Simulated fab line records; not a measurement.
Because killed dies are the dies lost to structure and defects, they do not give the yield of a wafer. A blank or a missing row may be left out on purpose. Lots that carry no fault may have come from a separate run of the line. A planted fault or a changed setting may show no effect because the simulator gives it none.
Matching of chambers + flow n5Finfet + N5_BEOL_M3_CMP_52 on cmp-04: 4 sister chambers
The step polishes, stops on SiOC, t overpolish 6.8 s, target thk 40 nm. 8 wafers are shown with their chamber, then 9 later ones without.

WAFERS WITH THEIR CHAMBER
| wafer  | chamber | timeToEndpointS (s) | barrierFieldEndpointS (s) |
|--------|---------|---------------------|---------------------------|
| L077.3 | 0       | 65                  | 25.5                      |
| L077.6 | 0       | 64                  | 25.2                      |
| L080.3 | 3       | 63                  | 25.1                      |
| L081.2 | 3       | 68                  | 25.3                      |
| L078.2 | 2       | 62                  | 23.7                      |
| L082.2 | 1       | 54                  | 21.9                      |
| L082.5 | 1       | 51                  | 23.1                      |
| L082.6 | 2       | 61                  | 23.4                      |

WAFERS WITH NO CHAMBER GIVEN
| wafer  | timeToEndpointS (s) | barrierFieldEndpointS (s) |
|--------|---------------------|---------------------------|
| L087.2 | 65                  | 24.1                      |
| L087.3 | 65                  | 24.6                      |
| L087.5 | 55                  | 23.4                      |
| L093.1 | 62                  | 24.1                      |
| L093.5 | 62                  | 24.8                      |
| L093.6 | 54                  | 23.5                      |
| L095.2 | 49                  | 23.4                      |
| L095.3 | 64                  | 23.6                      |
| L095.5 | 63                  | 25.3                      |

WHICH CHAMBER EACH ONE RAN IN
| wafer  | from the rows above          | in truth |
|--------|------------------------------|----------|
| L087.2 | can't be placed: 2 or 3 or 0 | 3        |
| L087.3 | can't be placed: 3 or 0 or 2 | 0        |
| L087.5 | can't be placed: 1 or 2      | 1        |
| L093.1 | can't be placed: 2 or 3 or 0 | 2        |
| L093.5 | can't be placed: 0 or 3 or 2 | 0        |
| L093.6 | can't be placed: 1 or 2      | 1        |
| L095.2 | 1                            | 1        |
| L095.3 | 2                            | 2        |
| L095.5 | can't be placed: 0 or 3      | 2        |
2 of 9 placed correctly. These rows do not allow placing 7 (true chamber among the candidates in 6). Wrongly placed: 0.
How it was worked out, from the rows above alone: a wafer's distance from a chamber is the root of the sum, over the readings, of the square of ((its reading less the chamber's mean) divided by the reading's scatter). The wafer belongs to the nearest chamber; if the next one is less than 2 further off, it can't be placed. A chamber's mean is the mean of its shown wafers. The scatter is the square root of a quotient: the sum, over the shown wafers, of each reading's squared deviation from its chamber's mean, divided by wafers minus chambers.
